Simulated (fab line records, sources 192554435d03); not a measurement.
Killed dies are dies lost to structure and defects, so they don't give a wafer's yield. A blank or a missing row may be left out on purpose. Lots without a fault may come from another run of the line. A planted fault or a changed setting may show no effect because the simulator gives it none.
Which tool did it? | flow n5_finfet | 18 lots, 54 wafers sampled, at 6 steps of a route of 1938

WHAT THE GAUGES READ, wafer by wafer
The record holds no reading of a measuring or inspecting step that can be judged against a usual standard deviation.

WHICH TOOL RAN EACH LOT (tool, then ch and the chambers of the sampled wafers, then the start)
lot  | N5_BEOL_M1_ALD_98                 | N5_BEOL_M1_ETCHBACK_99             | N5_BEOL_M1_VIA_ETCH_34             | N5_BEOL_M1_TRENCH_ETCH_37                     | N5_BEOL_M1_ALD_84                   | N5_BEOL_M1_ANNEAL_49
L074 | ald_sin-04 ch 1,2,3, day 6 03:04  | rie_diel-05 ch 1,2,3, day 6 21:41  | rie_diel-05 ch 1,2,3, day 6 21:49  | rie_diel-05 ch 1,2,3, day 6 22:33 or earlier  | ald_metal-01 ch 1,2,3, day 6 22:33  | pvd_sputter-01, day 6 23:05
L075 | ald_sin-03 ch 0,1,3, day 6 11:10  | rie_diel-02 ch 0,1,3, day 7 03:49  | rie_diel-02 ch 0,1,3, day 7 03:57  | rie_diel-02 ch 0,1,3, day 7 04:53 or earlier  | ald_metal-01 ch 0,1,2, day 7 04:53  | pvd_sputter-02, day 7 05:30
L077 | ald_sin-01 ch 0,2,3, day 6 18:31  | rie_diel-02 ch 1,2,3, day 7 04:41  | rie_diel-02 ch 1,2,3, day 7 04:50  | rie_diel-02 ch 1,2,3, day 7 05:24 or earlier  | ald_metal-04 ch 1,2,3, day 7 05:24  | pvd_sputter-02, day 7 07:20
L079 | ald_sin-04 ch 0,1,3, day 7 01:02  | rie_diel-05 ch 0,1,3, day 7 12:38  | rie_diel-05 ch 0,1,3, day 7 12:46  | rie_diel-05 ch 0,1,3, day 7 13:49 or earlier  | ald_metal-01 ch 0,1,2, day 7 13:49  | pvd_sputter-02, day 7 14:40
L080 | ald_sin-03 ch 2,3, day 7 14:01    | rie_diel-05 ch 1,3, day 7 15:26    | rie_diel-05 ch 1,3, day 7 15:34    | rie_diel-05 ch 1,3, day 7 16:36 or earlier    | ald_metal-04 ch 0,2,3, day 7 16:36  | pvd_sputter-02, day 7 17:23
L081 | ald_sin-01 ch 0,2,3, day 7 22:02  | rie_diel-05 ch 0,1, day 8 05:53    | rie_diel-05 ch 0,1, day 8 06:01    | rie_diel-05 ch 0,1, day 8 06:46 or earlier    | ald_metal-03 ch 1,2, day 8 06:46    | pvd_sputter-03, day 8 07:32
L083 | ald_sin-04 ch 0,3, day 8 02:06    | rie_diel-06 ch 0,1, day 8 14:26    | rie_diel-06 ch 0,1, day 8 14:35    | rie_diel-06 ch 0,1, day 8 15:23 or earlier    | ald_metal-01 ch 0,2,3, day 8 15:23  | pvd_sputter-01, day 8 16:07
L082 | ald_sin-01 ch 1,3, day 8 03:04    | rie_diel-05 ch 0,1,2, day 8 17:28  | rie_diel-05 ch 0,1,2, day 8 17:37  | rie_diel-05 ch 0,1,2, day 8 18:19 or earlier  | ald_metal-01 ch 1,2,3, day 8 18:19  | pvd_sputter-01, day 8 18:56
L084 | ald_sin-01 ch 0,2, day 8 16:55    | rie_diel-05 ch 1,2,3, day 8 23:56  | rie_diel-05 ch 1,2,3, day 9 00:04  | rie_diel-05 ch 1,2,3, day 9 01:04 or earlier  | ald_metal-01 ch 1,2,3, day 9 01:04  | pvd_sputter-02, day 9 01:50
L085 | ald_sin-03 ch 1,2,3, day 8 22:03  | rie_diel-06 ch 2,3, day 9 04:05    | rie_diel-06 ch 2,3, day 9 04:13    | rie_diel-06 ch 2,3, day 9 04:52 or earlier    | ald_metal-04 ch 0,1,3, day 9 04:52  | pvd_sputter-03, day 9 05:34
L088 | ald_sin-01 ch 1,2,3, day 9 19:32  | rie_diel-02 ch 1,2,3, day 10 09:07 | rie_diel-02 ch 1,2,3, day 10 09:14 | rie_diel-02 ch 1,2,3, day 10 10:02 or earlier | ald_metal-03 ch 1,2,3, day 10 10:02 | pvd_sputter-02, day 10 10:38
L089 | ald_sin-01 ch 1,2,3, day 9 20:56  | rie_diel-05 ch 0,2,3, day 10 09:08 | rie_diel-05 ch 0,2,3, day 10 09:17 | rie_diel-05 ch 0,2,3, day 10 10:03 or earlier | ald_metal-04 ch 0,1,2, day 10 10:03 | pvd_sputter-03, day 10 10:42
L090 | ald_sin-01 ch 1,2,3, day 10 11:23 | rie_diel-05 ch 1,2,3, day 10 12:17 | rie_diel-05 ch 1,2,3, day 10 12:26 | rie_diel-05 ch 1,2,3, day 10 13:13 or earlier | ald_metal-04 ch 0,2,3, day 10 13:13 | pvd_sputter-03, day 10 13:46
L093 | ald_sin-04 ch 2,3, day 11 02:50   | rie_diel-05 ch 1,3, day 11 06:10   | rie_diel-05 ch 1,3, day 11 06:18   | rie_diel-05 ch 1,3, day 11 07:15 or earlier   | ald_metal-04 ch 1,2,3, day 11 07:15 | pvd_sputter-03, day 11 08:04
L094 | ald_sin-01 ch 1,2,3, day 11 05:05 | rie_diel-02 ch 1,2,3, day 11 09:18 | rie_diel-02 ch 1,2,3, day 11 09:26 | rie_diel-02 ch 1,2,3, day 11 10:14 or earlier | ald_metal-03 ch 0,1,2, day 11 10:14 | pvd_sputter-02, day 11 10:53
L095 | ald_sin-04 ch 0,2, day 11 07:47   | rie_diel-05 ch 0,1,3, day 11 09:41 | rie_diel-05 ch 0,1,3, day 11 09:50 | rie_diel-05 ch 0,1,3, day 11 10:50 or earlier | ald_metal-01 ch 2,3, day 11 10:50   | pvd_sputter-02, day 11 12:43
L096 | ald_sin-03 ch 1,2,3, day 11 15:19 | rie_diel-02 ch 1,3, day 11 16:13   | rie_diel-02 ch 1,3, day 11 16:20   | rie_diel-02 ch 1,3, day 11 17:01 or earlier   | ald_metal-04 ch 0,2,3, day 11 17:01 | pvd_sputter-01, day 11 17:37
L097 | ald_sin-01 ch 0,1,2, day 11 23:35 | rie_diel-06 ch 0,1, day 12 18:55   | rie_diel-06 ch 0,1, day 12 19:03   | rie_diel-06 ch 0,1, day 12 19:59 or earlier   | ald_metal-03 ch 1,2, day 12 19:59   | pvd_sputter-01, day 12 20:47
- N5_BEOL_M1_ALD_98: deposits SiO2, target thk 2.5 nm, pulse time 1 s, co reactant pulse time 1 s.
- N5_BEOL_M1_ETCHBACK_99: etches SiO2 in CHF3, target depth 5 nm, time 10.4 s.
- N5_BEOL_M1_VIA_ETCH_34: etches the open film in C4F6/O2, target depth 67.8 nm, time 64.4 s.
- N5_BEOL_M1_TRENCH_ETCH_37: etches SiOC in C4F6/O2, target depth 55.207 nm, time 29 s.
- N5_BEOL_M1_ALD_84: deposits TaN, pulse time 2 s, purge time 3 s, co reactant purge time 2 s.
- N5_BEOL_M1_ANNEAL_49: time 240 s.

WHAT THE TOOLS THEMSELVES READ (means of the sampled wafers that have a number; where no wafer has one, the mark that the record gives instead)
N5_BEOL_M1_ALD_98. Usual: heater_power_w 83 W, standard deviation 10; precursor_pulse_height_rel 0.999, standard deviation 0.021; susceptor_temp_C 100.00 C, standard deviation 0.12.
lot  | tool       | heater_power_w (W) | precursor_pulse_height_rel | susceptor_temp_C (C) | flag
L074 | ald_sin-04 | 84                 | 1.000                      | 99.99                |
L075 | ald_sin-03 | 77                 | 1.012                      | 99.88                |
L077 | ald_sin-01 | 84                 | 0.970                      | 99.91                |
L079 | ald_sin-04 | 78                 | 1.019                      | 100.10               |
L080 | ald_sin-03 | 81                 | 1.000                      | 99.88                |
L081 | ald_sin-01 | 84                 | 1.002                      | 100.09               |
L083 | ald_sin-04 | 80                 | 0.992                      | 100.18               |
L082 | ald_sin-01 | 90                 | 1.001                      | 99.99                |
L084 | ald_sin-01 | 88                 | 1.014                      | 100.00               |
L085 | ald_sin-03 | 77                 | 1.010                      | 100.02               |
L088 | ald_sin-01 | 92                 | 1.007                      | 99.92                |
L089 | ald_sin-01 | 92                 | 1.016                      | 99.92                |
L090 | ald_sin-01 | 91                 | 1.002                      | 100.18               |
L093 | ald_sin-04 | 94                 | 0.999                      | 99.91                |
L094 | ald_sin-01 | 91                 | 0.979                      | 100.02               |
L095 | ald_sin-04 | 87                 | 0.984                      | 100.10               |
L096 | ald_sin-03 | 78                 | 0.995                      | 99.99                |
L097 | ald_sin-01 | 86                 | 1.003                      | 99.94                |

N5_BEOL_M1_ETCHBACK_99. Usual: drypump_motor_current_A 5.7 A, standard deviation 0.36; mfc_ar_sccm 200.0 sccm, standard deviation 0.61; oes_ar_750_au 0.80 a.u., standard deviation 0.085; oes_product_au 0.80 a.u., standard deviation 0.091; rf_fwd_power_W 212.4 W, standard deviation 1.1; rf_vpp_V 240.1 V, standard deviation 2.2; showerhead_plenum_p_Torr 2.15 Torr, standard deviation 0.076; throttle_valve_pct 17.07 %, standard deviation 0.21.
lot  | tool        | drypump_motor_current_A (A) | mfc_ar_sccm (sccm) | oes_ar_750_au (a.u.) | oes_product_au (a.u.) | rf_fwd_power_W (W) | rf_vpp_V (V) | showerhead_plenum_p_Torr (Torr) | throttle_valve_pct (%) | flag
L074 | rie_diel-05 | 5.6                         | 200.1              | 0.87                 | 0.87                  | 212.6              | 238.7        | 2.15                            | 16.91                  |
L075 | rie_diel-02 | 5.7                         | 199.6              | 0.76                 | 0.75                  | 212.9              | 240.2        | 2.20                            | 17.19                  |
L077 | rie_diel-02 | 5.8                         | 200.8              | 0.78                 | 0.78                  | 211.1              | 241.5        | 2.16                            | 17.14                  |
L079 | rie_diel-05 | 5.7                         | 200.1              | 0.86                 | 0.87                  | 213.4              | 239.4        | 2.13                            | 16.99                  |
L080 | rie_diel-05 | 5.3                         | 199.7              | 0.92                 | 0.92                  | 212.6              | 237.9        | 2.11                            | 16.95                  |
L081 | rie_diel-05 | 5.5                         | 200.2              | 0.83                 | 0.84                  | 213.3              | 237.0        | 2.13                            | 17.02                  |
L083 | rie_diel-06 | 5.8                         | 200.1              | 0.77                 | 0.78                  | 212.9              | 240.8        | 2.08                            | 17.34                  |
L082 | rie_diel-05 | 5.8                         | 200.0              | 0.78                 | 0.77                  | 213.0              | 239.3        | 2.16                            | 17.00                  |
L084 | rie_diel-05 | 5.6                         | 199.6              | 0.84                 | 0.85                  | 212.6              | 238.9        | 2.15                            | 16.93                  |
L085 | rie_diel-06 | 5.5                         | 200.4              | 0.89                 | 0.88                  | 212.0              | 240.8        | 2.22                            | 16.90                  |
L088 | rie_diel-02 | 5.8                         | 200.6              | 0.77                 | 0.76                  | 211.7              | 241.0        | 2.15                            | 17.19                  |
L089 | rie_diel-05 | 5.9                         | 199.8              | 0.78                 | 0.77                  | 211.9              | 240.6        | 2.16                            | 16.99                  |
L090 | rie_diel-05 | 5.6                         | 199.9              | 0.83                 | 0.83                  | 212.9              | 239.0        | 2.14                            | 16.94                  |
L093 | rie_diel-05 | 5.3                         | 199.9              | 0.86                 | 0.87                  | 213.7              | 238.3        | 2.11                            | 16.99                  |
L094 | rie_diel-02 | 5.8                         | 199.4              | 0.76                 | 0.76                  | 211.9              | 241.7        | 2.15                            | 17.20                  |
L095 | rie_diel-05 | 5.6                         | 199.9              | 0.82                 | 0.82                  | 212.7              | 239.6        | 2.12                            | 17.04                  |
L096 | rie_diel-02 | 6.0                         | 199.9              | 0.76                 | 0.76                  | 212.0              | 242.8        | 2.21                            | 17.33                  |
L097 | rie_diel-06 | 5.9                         | 199.5              | 0.76                 | 0.75                  | 213.3              | 241.1        | 2.07                            | 17.39                  |

N5_BEOL_M1_VIA_ETCH_34. Usual: drypump_motor_current_A 5.7 A, standard deviation 0.36; mfc_ar_sccm 299.9 sccm, standard deviation 0.9; oes_ar_750_au 0.80 a.u., standard deviation 0.086; oes_o_777_au 0.80 a.u., standard deviation 0.08; oes_product_au 0.80 a.u., standard deviation 0.091; rf_fwd_power_W 346.9 W, standard deviation 1.3; rf_vpp_V 664 V, standard deviation 5.3; showerhead_plenum_p_Torr 2.84 Torr, standard deviation 0.097; throttle_valve_pct 30.77 %, standard deviation 0.24.
lot  | tool        | drypump_motor_current_A (A) | mfc_ar_sccm (sccm) | oes_ar_750_au (a.u.) | oes_o_777_au (a.u.) | oes_product_au (a.u.) | rf_fwd_power_W (W) | rf_vpp_V (V) | showerhead_plenum_p_Torr (Torr) | throttle_valve_pct (%) | flag
L074 | rie_diel-05 | 5.6                         | 300.8              | 0.87                 | 0.87                | 0.87                  | 346.7              | 662          | 2.84                            | 30.65                  |
L075 | rie_diel-02 | 5.7                         | 300.2              | 0.76                 | 0.76                | 0.75                  | 346.1              | 668          | 2.91                            | 30.85                  |
L077 | rie_diel-02 | 5.8                         | 300.0              | 0.78                 | 0.79                | 0.79                  | 346.9              | 668          | 2.85                            | 30.80                  |
L079 | rie_diel-05 | 5.6                         | 299.6              | 0.86                 | 0.85                | 0.87                  | 347.9              | 662          | 2.82                            | 30.80                  |
L080 | rie_diel-05 | 5.3                         | 300.4              | 0.91                 | 0.91                | 0.92                  | 346.4              | 659          | 2.80                            | 30.78                  |
L081 | rie_diel-05 | 5.5                         | 300.9              | 0.83                 | 0.83                | 0.84                  | 346.9              | 658          | 2.81                            | 30.78                  |
L083 | rie_diel-06 | 5.9                         | 300.7              | 0.78                 | 0.78                | 0.78                  | 348.5              | 667          | 2.75                            | 31.07                  |
L082 | rie_diel-05 | 5.8                         | 300.1              | 0.77                 | 0.78                | 0.78                  | 346.4              | 661          | 2.85                            | 30.65                  |
L084 | rie_diel-05 | 5.6                         | 300.6              | 0.84                 | 0.84                | 0.85                  | 345.5              | 662          | 2.84                            | 30.67                  |
L085 | rie_diel-06 | 5.5                         | 300.7              | 0.88                 | 0.88                | 0.89                  | 346.5              | 667          | 2.92                            | 30.60                  |
L088 | rie_diel-02 | 5.8                         | 299.8              | 0.77                 | 0.76                | 0.76                  | 346.6              | 668          | 2.84                            | 30.82                  |
L089 | rie_diel-05 | 5.9                         | 299.2              | 0.78                 | 0.77                | 0.77                  | 348.1              | 666          | 2.85                            | 30.70                  |
L090 | rie_diel-05 | 5.6                         | 299.8              | 0.82                 | 0.82                | 0.82                  | 346.5              | 661          | 2.83                            | 30.66                  |
L093 | rie_diel-05 | 5.3                         | 299.1              | 0.86                 | 0.86                | 0.87                  | 347.3              | 659          | 2.78                            | 30.80                  |
L094 | rie_diel-02 | 5.8                         | 299.9              | 0.75                 | 0.76                | 0.76                  | 347.5              | 666          | 2.84                            | 30.83                  |
L095 | rie_diel-05 | 5.7                         | 299.7              | 0.82                 | 0.81                | 0.82                  | 348.1              | 661          | 2.80                            | 30.82                  |
L096 | rie_diel-02 | 6.1                         | 299.9              | 0.76                 | 0.76                | 0.76                  | 346.2              | 669          | 2.92                            | 31.01                  |
L097 | rie_diel-06 | 5.8                         | 300.8              | 0.75                 | 0.76                | 0.75                  | 348.1              | 667          | 2.73                            | 31.09                  |

N5_BEOL_M1_TRENCH_ETCH_37. Usual: drypump_motor_current_A 5.7 A, standard deviation 0.36; mfc_ar_sccm 299.9 sccm, standard deviation 0.97; oes_ar_750_au 0.80 a.u., standard deviation 0.085; oes_o_777_au 0.80 a.u., standard deviation 0.081; oes_product_au 0.80 a.u., standard deviation 0.09; rf_fwd_power_W 349.8 W, standard deviation 1.6; rf_vpp_V 664 V, standard deviation 5.4; showerhead_plenum_p_Torr 2.84 Torr, standard deviation 0.097; throttle_valve_pct 20.86 %, standard deviation 0.22.
lot  | tool        | drypump_motor_current_A (A) | mfc_ar_sccm (sccm) | oes_ar_750_au (a.u.) | oes_o_777_au (a.u.) | oes_product_au (a.u.) | rf_fwd_power_W (W) | rf_vpp_V (V) | showerhead_plenum_p_Torr (Torr) | throttle_valve_pct (%) | flag
L074 | rie_diel-05 | 5.6                         | 298.4              | 0.87                 | 0.87                | 0.87                  | 349.6              | 662          | 2.85                            | 20.71                  |
L075 | rie_diel-02 | 5.7                         | 300.2              | 0.76                 | 0.76                | 0.75                  | 350.0              | 668          | 2.91                            | 20.98                  |
L077 | rie_diel-02 | 5.8                         | 300.2              | 0.79                 | 0.79                | 0.78                  | 349.5              | 668          | 2.86                            | 20.93                  |
L079 | rie_diel-05 | 5.7                         | 299.0              | 0.86                 | 0.85                | 0.87                  | 350.7              | 662          | 2.82                            | 20.81                  |
L080 | rie_diel-05 | 5.3                         | 300.1              | 0.91                 | 0.91                | 0.92                  | 350.0              | 659          | 2.80                            | 20.78                  |
L081 | rie_diel-05 | 5.5                         | 300.1              | 0.83                 | 0.84                | 0.85                  | 351.4              | 658          | 2.81                            | 20.85                  |
L083 | rie_diel-06 | 5.9                         | 301.0              | 0.78                 | 0.78                | 0.78                  | 351.6              | 667          | 2.75                            | 21.14                  |
L082 | rie_diel-05 | 5.8                         | 299.9              | 0.77                 | 0.77                | 0.77                  | 349.5              | 662          | 2.86                            | 20.78                  |
L084 | rie_diel-05 | 5.6                         | 299.2              | 0.84                 | 0.84                | 0.84                  | 349.2              | 662          | 2.84                            | 20.73                  |
L085 | rie_diel-06 | 5.5                         | 300.0              | 0.89                 | 0.88                | 0.89                  | 349.0              | 667          | 2.93                            | 20.69                  |
L088 | rie_diel-02 | 5.8                         | 300.5              | 0.76                 | 0.76                | 0.76                  | 349.2              | 667          | 2.85                            | 20.97                  |
L089 | rie_diel-05 | 5.9                         | 299.9              | 0.78                 | 0.77                | 0.77                  | 350.3              | 666          | 2.86                            | 20.77                  |
L090 | rie_diel-05 | 5.6                         | 300.6              | 0.82                 | 0.82                | 0.83                  | 349.4              | 662          | 2.84                            | 20.74                  |
L093 | rie_diel-05 | 5.3                         | 299.0              | 0.86                 | 0.86                | 0.87                  | 350.2              | 658          | 2.79                            | 20.83                  |
L094 | rie_diel-02 | 5.8                         | 299.8              | 0.75                 | 0.76                | 0.76                  | 349.2              | 668          | 2.84                            | 20.98                  |
L095 | rie_diel-05 | 5.6                         | 300.5              | 0.82                 | 0.81                | 0.82                  | 350.3              | 662          | 2.81                            | 20.86                  |
L096 | rie_diel-02 | 6.1                         | 299.2              | 0.75                 | 0.76                | 0.75                  | 349.4              | 669          | 2.92                            | 21.13                  |
L097 | rie_diel-06 | 5.9                         | 298.9              | 0.75                 | 0.76                | 0.76                  | 351.6              | 667          | 2.74                            | 21.18                  |

N5_BEOL_M1_ALD_84. Usual: heater_power_w 433 W, standard deviation 53; precursor_vessel_temp_c 74.99 C, standard deviation 0.12; susceptor_temp_C 275.02 C, standard deviation 0.19.
lot  | tool         | heater_power_w (W) | precursor_vessel_temp_c (C) | susceptor_temp_C (C) | flag
L074 | ald_metal-01 | 491                | 75.03                       | 275.07               |
L075 | ald_metal-01 | 470                | 75.00                       | 274.84               |
L077 | ald_metal-04 | 413                | 74.92                       | 274.87               |
L079 | ald_metal-01 | 462                | 74.99                       | 275.06               |
L080 | ald_metal-04 | 391                | 75.08                       | 274.87               |
L081 | ald_metal-03 | 449                | 75.03                       | 275.04               |
L083 | ald_metal-01 | 458                | 74.90                       | 275.07               |
L082 | ald_metal-01 | 495                | 75.06                       | 274.93               |
L084 | ald_metal-01 | 496                | 74.96                       | 275.13               |
L085 | ald_metal-04 | 411                | 75.01                       | 274.93               |
L088 | ald_metal-03 | 438                | 75.04                       | 275.21               |
L089 | ald_metal-04 | 399                | 74.98                       | 274.86               |
L090 | ald_metal-04 | 384                | 75.03                       | 275.03               |
L093 | ald_metal-04 | 412                | 74.88                       | 275.19               |
L094 | ald_metal-03 | 404                | 75.03                       | 275.03               |
L095 | ald_metal-01 | 483                | 74.95                       | 275.09               |
L096 | ald_metal-04 | 392                | 75.06                       | 274.87               |
L097 | ald_metal-03 | 453                | 74.96                       | 275.08               |

N5_BEOL_M1_ANNEAL_49. Usual: heater_power_w 816 W, standard deviation 96; susceptor_temp_C 400.00 C, standard deviation 0.22.
lot  | tool           | heater_power_w (W) | susceptor_temp_C (C) | flag
L074 | pvd_sputter-01 | 750                | 399.96               |
L075 | pvd_sputter-02 | 759                | 399.90               |
L077 | pvd_sputter-02 | 791                | 399.89               |
L079 | pvd_sputter-02 | 790                | 400.01               |
L080 | pvd_sputter-02 | 763                | 399.94               |
L081 | pvd_sputter-03 | 842                | 399.70               |
L083 | pvd_sputter-01 | 759                | 399.82               |
L082 | pvd_sputter-01 | 712                | 400.19               |
L084 | pvd_sputter-02 | 816                | 400.02               |
L085 | pvd_sputter-03 | 850                | 399.96               |
L088 | pvd_sputter-02 | 821                | 399.94               |
L089 | pvd_sputter-03 | 842                | 400.22               |
L090 | pvd_sputter-03 | 858                | 399.91               |
L093 | pvd_sputter-03 | 857                | 400.07               |
L094 | pvd_sputter-02 | 805                | 400.05               |
L095 | pvd_sputter-02 | 762                | 400.01               |
L096 | pvd_sputter-01 | 851                | 399.90               |
L097 | pvd_sputter-01 | 831                | 399.95               |

THE ANSWER, worked out from the rows above alone
Rule: a lot is off if the mean of its wafers that have a number lies more than 3 standard deviations from the usual mean. A lot without any number at a reading at which 4 lots or more have one is off too. The other lots that the step has rows for count as sound. The gauges are gone through in route order, then the tools' own readings, and for those a lot's mean is taken as printed above. The first step at which some lot is off is used, and at that step the reading that is off furthest; a lot without a number counts as furthest.
No lot is off at any reading shown: from this, nothing can be told.

WHAT THE SIMULATOR HAD PUT IN
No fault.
